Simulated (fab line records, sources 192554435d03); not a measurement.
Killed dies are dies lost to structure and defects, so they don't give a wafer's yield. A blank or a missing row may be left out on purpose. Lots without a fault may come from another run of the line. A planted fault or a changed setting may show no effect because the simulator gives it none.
Chamber matching | flow n5_finfet | N5_BEOL_M0_SAQP_ETCH_88 on rie_diel-04: 4 sister chambers
The step etches underlayer in N2/H2, target depth 6.5 nm, time 5.2 s. 4 wafers are shown with their chamber, then 9 later ones without.

WAFERS WITH THEIR CHAMBER
wafer  | chamber | showerhead_plenum_p_Torr (Torr)
L090.2 | 3       | 2.41
L090.3 | 2       | 2.51
L090.5 | 1       | 2.66
L090.6 | 0       | 2.51

WAFERS WITHOUT THEIR CHAMBER
wafer  | showerhead_plenum_p_Torr (Torr)
L092.1 | 2.66
L092.3 | 2.51
L092.5 | 2.51
L093.2 | 2.51
L093.3 | 2.51
L093.6 | 2.41
L095.4 | 2.41
L095.5 | 2.65
L095.6 | 2.51

WHICH CHAMBER EACH WENT THROUGH
wafer  | from the rows above     | in truth
L092.1 | 1                       | 1
L092.3 | can't be placed: 0 or 2 | 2
L092.5 | can't be placed: 0 or 2 | 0
L093.2 | can't be placed: 0 or 2 | 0
L093.3 | can't be placed: 0 or 2 | 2
L093.6 | 3                       | 3
L095.4 | 3                       | 3
L095.5 | 1                       | 1
L095.6 | can't be placed: 0 or 2 | 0
Placed correctly: 4 of 9. Can't be placed from these rows: 5 (the true chamber is among the candidates in 5). Placed wrongly: 0.
How it was worked out, from the rows above alone: a wafer's distance from a chamber is the root of the sum, over the readings, of the square of ((its reading less the chamber's mean) divided by the reading's scatter). The wafer belongs to the nearest chamber; if the next one is less than 2 further off, it can't be placed. A chamber's mean is the mean of its shown wafers. The scatter: with one shown wafer a chamber, the root of the mean of the squares of how far each hidden wafer lies from its nearest shown one.
